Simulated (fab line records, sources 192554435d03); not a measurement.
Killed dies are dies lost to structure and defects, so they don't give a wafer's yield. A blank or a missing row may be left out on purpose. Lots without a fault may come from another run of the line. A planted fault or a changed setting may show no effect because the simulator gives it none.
Chamber matching | flow n5_finfet | N5_BEOL_M3_CO_CAP_55 on cvd_co-02: 3 sister chambers
The step material Co, precursor CCTBA/H2, target thk 2 nm, time 102.1 s. 22 wafers are shown with their chamber, then 11 later ones without.

WAFERS WITH THEIR CHAMBER
wafer  | chamber | heater_power_w (W)
L076.1 | 2       | 239
L076.3 | 0       | 295
L076.4 | 0       | 290
L080.1 | 0       | 292
L080.2 | 1       | 197
L080.4 | 0       | 295
L082.1 | 1       | 198
L082.2 | 2       | 241
L082.6 | 2       | 237
L085.2 | 0       | 298
L085.3 | 1       | 199
L085.6 | 0       | 295
L086.2 | 1       | 198
L086.3 | 2       | 231
L086.4 | 2       | 233
L087.2 | 1       | 197
L087.4 | 1       | 190
L087.6 | 1       | 199
L090.1 | 1       | 196
L090.3 | 0       | 297
L090.5 | 1       | 197
L092.1 | 2       | 239

SIGNATURES (means of the wafers above)
reading        | chamber 0 | chamber 1 | chamber 2 | scatter within a chamber
heater_power_w | 294.57    | 196.78    | 236.67    | 3.08
Rule: a wafer's distance from a chamber is the root of the sum, over the readings, of the square of ((its reading less the chamber's mean) divided by the reading's scatter). The wafer belongs to the nearest chamber; if the next one is less than 2 further off, it can't be placed. The scatter: the root of (the sum of the squares of (reading less its chamber's mean) over the shown wafers, divided by (wafers less chambers)).

WAFERS WITHOUT THEIR CHAMBER
wafer  | heater_power_w (W)
L092.2 | 291
L092.5 | 299
L095.1 | 294
L095.3 | 193
L095.4 | 294
L096.1 | 291
L096.2 | 198
L096.3 | 234
L097.1 | 195
L097.4 | 197
L097.5 | 233

WHICH CHAMBER EACH WENT THROUGH
wafer  | from the rows above | in truth
L092.2 | 0                   | 0
L092.5 | 0                   | 0
L095.1 | 0                   | 0
L095.3 | 1                   | 1
L095.4 | 0                   | 0
L096.1 | 0                   | 0
L096.2 | 1                   | 1
L096.3 | 2                   | 2
L097.1 | 1                   | 1
L097.4 | 1                   | 1
L097.5 | 2                   | 2
Placed correctly: 11 of 11. Can't be placed from these rows: 0. Placed wrongly: 0.
